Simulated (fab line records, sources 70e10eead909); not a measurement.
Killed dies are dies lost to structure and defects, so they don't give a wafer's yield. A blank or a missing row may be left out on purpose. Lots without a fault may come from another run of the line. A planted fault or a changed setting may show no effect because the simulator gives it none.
Chamber matching | flow nand_harc | NHARC_A_BLC_DESCUM_15 on rie_diel-04: 4 sister chambers
The step chemistry O2, time 3 s. 4 wafers are shown with their chamber, then 11 later ones without.

WAFERS WITH THEIR CHAMBER
wafer  | chamber | drypump_motor_current_A (A)
L084.2 | 3       | 6.7
L090.1 | 0       | 5.9
L090.4 | 1       | 5.6
L088.1 | 2       | 5.4

WAFERS WITHOUT THEIR CHAMBER
wafer  | drypump_motor_current_A (A)
L088.3 | 5.6
L088.6 | 5.9
L092.1 | 6.6
L092.2 | 5.4
L092.5 | 5.9
L096.1 | 5.9
L096.2 | 5.6
L096.6 | 5.6
L094.1 | 5.4
L094.2 | 5.9
L094.4 | 6.6

WHICH CHAMBER EACH WENT THROUGH
wafer  | from the rows above | in truth
L088.3 | 1                   | 1
L088.6 | 0                   | 0
L092.1 | 3                   | 3
L092.2 | 2                   | 2
L092.5 | 0                   | 0
L096.1 | 0                   | 0
L096.2 | 1                   | 1
L096.6 | 1                   | 1
L094.1 | 2                   | 2
L094.2 | 0                   | 0
L094.4 | 3                   | 3
Placed correctly: 11 of 11. Can't be placed from these rows: 0. Placed wrongly: 0.
How it was worked out, from the rows above alone: a wafer's distance from a chamber is the root of the sum, over the readings, of the square of ((its reading less the chamber's mean) divided by the reading's scatter). The wafer belongs to the nearest chamber; if the next one is less than 2 further off, it can't be placed. A chamber's mean is the mean of its shown wafers. The scatter: with one shown wafer a chamber, the root of the mean of the squares of how far each hidden wafer lies from its nearest shown one.
